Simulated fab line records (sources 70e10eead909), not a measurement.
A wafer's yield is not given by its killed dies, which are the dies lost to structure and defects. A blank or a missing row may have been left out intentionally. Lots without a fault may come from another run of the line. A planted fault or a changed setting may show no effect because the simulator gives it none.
Matching of chambers :: flow nand-harc :: 4 sister chambers for NHARC_P_BONDPAD_ETCH_37 on rie-diel-08
The step etches the open film in N2/H2, target depth 60 nm, overetch 18 nm, time 65.91 s. 4 wafers are shown with their chamber, then 6 later ones without.

WAFERS PAIRED WITH THEIR CHAMBERS
wafer: L309.2
chamber: 3
drypump-motor-current-A (A): 6.4

wafer: L312.2
chamber: 2
drypump-motor-current-A (A): 5.1

wafer: L312.3
chamber: 1
drypump-motor-current-A (A): 5.3

wafer: L312.4
chamber: 0
drypump-motor-current-A (A): 5.5

WAFERS MISSING THEIR CHAMBER
wafer: L317.1
drypump-motor-current-A (A): 5.3

wafer: L317.2
drypump-motor-current-A (A): 6.5

wafer: L317.5
drypump-motor-current-A (A): 6.4

wafer: L318.2
drypump-motor-current-A (A): 5.1

wafer: L318.3
drypump-motor-current-A (A): 5.3

wafer: L318.4
drypump-motor-current-A (A): 5.5

THE CHAMBER EACH PASSED THROUGH
wafer: L317.1
from the rows above: 1
in truth: 1

wafer: L317.2
from the rows above: 3
in truth: 3

wafer: L317.5
from the rows above: 3
in truth: 3

wafer: L318.2
from the rows above: 2
in truth: 2

wafer: L318.3
from the rows above: 1
in truth: 1

wafer: L318.4
from the rows above: 0
in truth: 0
Correct placement for 6 of the 6. From these rows, 0 cannot be placed. 0 placed wrongly.
How it was worked out, from the rows above alone: a wafer's distance from a chamber is the root of the sum, over the readings, of the square of ((its reading less the chamber's mean) divided by the reading's scatter). If the next closest chamber is less than 2 further off than the closest, the wafer can't be placed; otherwise it belongs to the closest. For every chamber, the mean is computed from those of its wafers that are shown. The scatter (one wafer shown for each chamber): square how far every hidden wafer sits from the nearest shown wafer, average those squares and take the square root.
